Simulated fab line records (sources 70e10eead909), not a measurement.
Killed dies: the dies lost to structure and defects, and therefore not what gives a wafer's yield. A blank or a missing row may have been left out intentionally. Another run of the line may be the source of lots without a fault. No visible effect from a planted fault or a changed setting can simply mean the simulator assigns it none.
Matching of chambers -- flow nandHarc -- 3 sister chambers for NHARC_P_M1_DEP_33 on pecvd-04
The step deposits SiCN, target thk 30 nm. 22 wafers are shown with their chamber, then 11 later ones without.

EACH WAFER AND ITS CHAMBER
wafer,chamber,heaterPowerW (W)
L075.1,2,746
L075.3,1,582
L075.4,2,764
L076.1,1,587
L076.4,2,702
L076.6,1,589
L078.3,1,615
L078.4,1,627
L078.6,0,470
L079.1,1,534
L079.4,2,630
L079.5,0,553
L080.2,0,496
L080.4,0,494
L080.6,1,600
L083.1,0,563
L083.2,1,535
L083.3,2,732
L085.4,1,618
L085.5,0,503
L085.6,2,730
L087.2,0,519

SIGNATURES, as means of the wafers listed above
reading,chamber 0,chamber 1,chamber 2,scatter within a chamber
heaterPowerW,514.00,587.44,717.33,37.7
Rule: a wafer's distance from a chamber is the root of the sum, over the readings, of the square of ((its reading less the chamber's mean) divided by the reading's scatter). If the next closest chamber is less than 2 further off than the closest, the wafer can't be placed; otherwise it belongs to the closest. The scatter is the square root of a quotient: the sum, over the shown wafers, of each reading's squared deviation from its chamber's mean, divided by wafers minus chambers.

WAFERS WITHOUT THEIR CHAMBER
wafer,heaterPowerW (W)
L087.3,625
L087.6,616
L093.2,539
L093.3,616
L093.4,843
L094.4,802
L094.5,499
L094.6,573
L095.2,570
L095.4,558
L095.5,568

WHICH CHAMBER EACH WENT THROUGH
wafer,from the rows above,in truth
L087.3,can't be placed: 1 or 2 or 0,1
L087.6,can't be placed: 1 or 2 or 0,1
L093.2,can't be placed: 0 or 1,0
L093.3,can't be placed: 1 or 2 or 0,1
L093.4,2,2
L094.4,2,2
L094.5,can't be placed: 0 or 1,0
L094.6,can't be placed: 1 or 0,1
L095.2,can't be placed: 1 or 0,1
L095.4,can't be placed: 1 or 0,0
L095.5,can't be placed: 1 or 0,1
Placed correctly: 2 of 11. Not placeable from these rows: 9 (in 9, the candidates include the true chamber). Wrongly placed: 0.
